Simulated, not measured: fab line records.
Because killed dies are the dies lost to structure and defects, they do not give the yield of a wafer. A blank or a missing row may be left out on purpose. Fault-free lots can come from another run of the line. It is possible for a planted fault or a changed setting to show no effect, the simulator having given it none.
Chamber matching :: flow n5Finfet :: N5_BEOL_M12_ETCH_59 on rieDiel-06: 4 sister chambers
The step etches BARC in N2/H2, target depth 89 nm, overetch 26.7 nm, time 67.9 s. 14 wafers are shown with their chamber, then 7 later ones without.

WAFERS, EACH WITH ITS CHAMBER
wafer: L079.1
chamber: 2
throttleValvePct (%): 17.92
showerheadPlenumPTorr (Torr): 2.55
oesProductAu (a.u.): 0.65

wafer: L079.4
chamber: 0
throttleValvePct (%): 17.82
showerheadPlenumPTorr (Torr): 2.48
oesProductAu (a.u.): 0.74

wafer: L079.5
chamber: 3
throttleValvePct (%): 18.11
showerheadPlenumPTorr (Torr): 2.48
oesProductAu (a.u.): 0.78

wafer: L083.4
chamber: 1
throttleValvePct (%): 18.12
showerheadPlenumPTorr (Torr): 2.42
oesProductAu (a.u.): 0.62

wafer: L083.5
chamber: 2
throttleValvePct (%): 17.94
showerheadPlenumPTorr (Torr): 2.55
oesProductAu (a.u.): 0.65

wafer: L083.6
chamber: 1
throttleValvePct (%): 18.12
showerheadPlenumPTorr (Torr): 2.42
oesProductAu (a.u.): 0.63

wafer: L086.2
chamber: 2
throttleValvePct (%): 17.95
showerheadPlenumPTorr (Torr): 2.54
oesProductAu (a.u.): 0.64

wafer: L086.4
chamber: 3
throttleValvePct (%): 18.14
showerheadPlenumPTorr (Torr): 2.48
oesProductAu (a.u.): 0.76

wafer: L086.6
chamber: 2
throttleValvePct (%): 17.96
showerheadPlenumPTorr (Torr): 2.54
oesProductAu (a.u.): 0.64

wafer: L084.1
chamber: 2
throttleValvePct (%): 17.96
showerheadPlenumPTorr (Torr): 2.54
oesProductAu (a.u.): 0.64

wafer: L084.2
chamber: 0
throttleValvePct (%): 17.82
showerheadPlenumPTorr (Torr): 2.47
oesProductAu (a.u.): 0.72

wafer: L084.4
chamber: 3
throttleValvePct (%): 18.13
showerheadPlenumPTorr (Torr): 2.48
oesProductAu (a.u.): 0.76

wafer: L088.4
chamber: 3
throttleValvePct (%): 18.13
showerheadPlenumPTorr (Torr): 2.48
oesProductAu (a.u.): 0.75

wafer: L088.5
chamber: 3
throttleValvePct (%): 18.13
showerheadPlenumPTorr (Torr): 2.48
oesProductAu (a.u.): 0.74

SIGNATURES, as means of the wafers listed above
reading: throttleValvePct
chamber 0: 17.8200
chamber 1: 18.1200
chamber 2: 17.9460
chamber 3: 18.1280
scatter within a chamber: 0.0126

reading: showerheadPlenumPTorr
chamber 0: 2.4750
chamber 1: 2.4200
chamber 2: 2.5440
chamber 3: 2.4800
scatter within a chamber: 0.00412

reading: oesProductAu
chamber 0: 0.7300
chamber 1: 0.6250
chamber 2: 0.6440
chamber 3: 0.7580
scatter within a chamber: 0.0112
Rule: a wafer lies at a distance from a chamber equal to the root of the sum of squares, over the readings, of (its reading less the chamber's mean, divided by the reading's scatter). The wafer belongs to the nearest chamber; if the next one is less than 2 further off, it can't be placed. The scatter is the square root of a quotient: the sum, over the shown wafers, of each reading's squared deviation from its chamber's mean, divided by wafers minus chambers.

WAFERS WITH NO CHAMBER GIVEN
wafer: L088.6
throttleValvePct (%): 17.86
showerheadPlenumPTorr (Torr): 2.47
oesProductAu (a.u.): 0.72

wafer: L092.2
throttleValvePct (%): 17.88
showerheadPlenumPTorr (Torr): 2.47
oesProductAu (a.u.): 0.70

wafer: L092.4
throttleValvePct (%): 17.96
showerheadPlenumPTorr (Torr): 2.54
oesProductAu (a.u.): 0.63

wafer: L092.6
throttleValvePct (%): 17.87
showerheadPlenumPTorr (Torr): 2.47
oesProductAu (a.u.): 0.71

wafer: L094.1
throttleValvePct (%): 17.97
showerheadPlenumPTorr (Torr): 2.54
oesProductAu (a.u.): 0.63

wafer: L094.2
throttleValvePct (%): 18.14
showerheadPlenumPTorr (Torr): 2.47
oesProductAu (a.u.): 0.74

wafer: L094.4
throttleValvePct (%): 18.16
showerheadPlenumPTorr (Torr): 2.41
oesProductAu (a.u.): 0.61

WHICH CHAMBER EACH ONE RAN IN
wafer: L088.6
from the rows above: 0
in truth: 0

wafer: L092.2
from the rows above: 0
in truth: 0

wafer: L092.4
from the rows above: 2
in truth: 2

wafer: L092.6
from the rows above: 0
in truth: 0

wafer: L094.1
from the rows above: 2
in truth: 2

wafer: L094.2
from the rows above: 3
in truth: 3

wafer: L094.4
from the rows above: 1
in truth: 1
Correct placement for 7 of the 7. Can't be placed from these rows: 0. 0 placed wrongly.
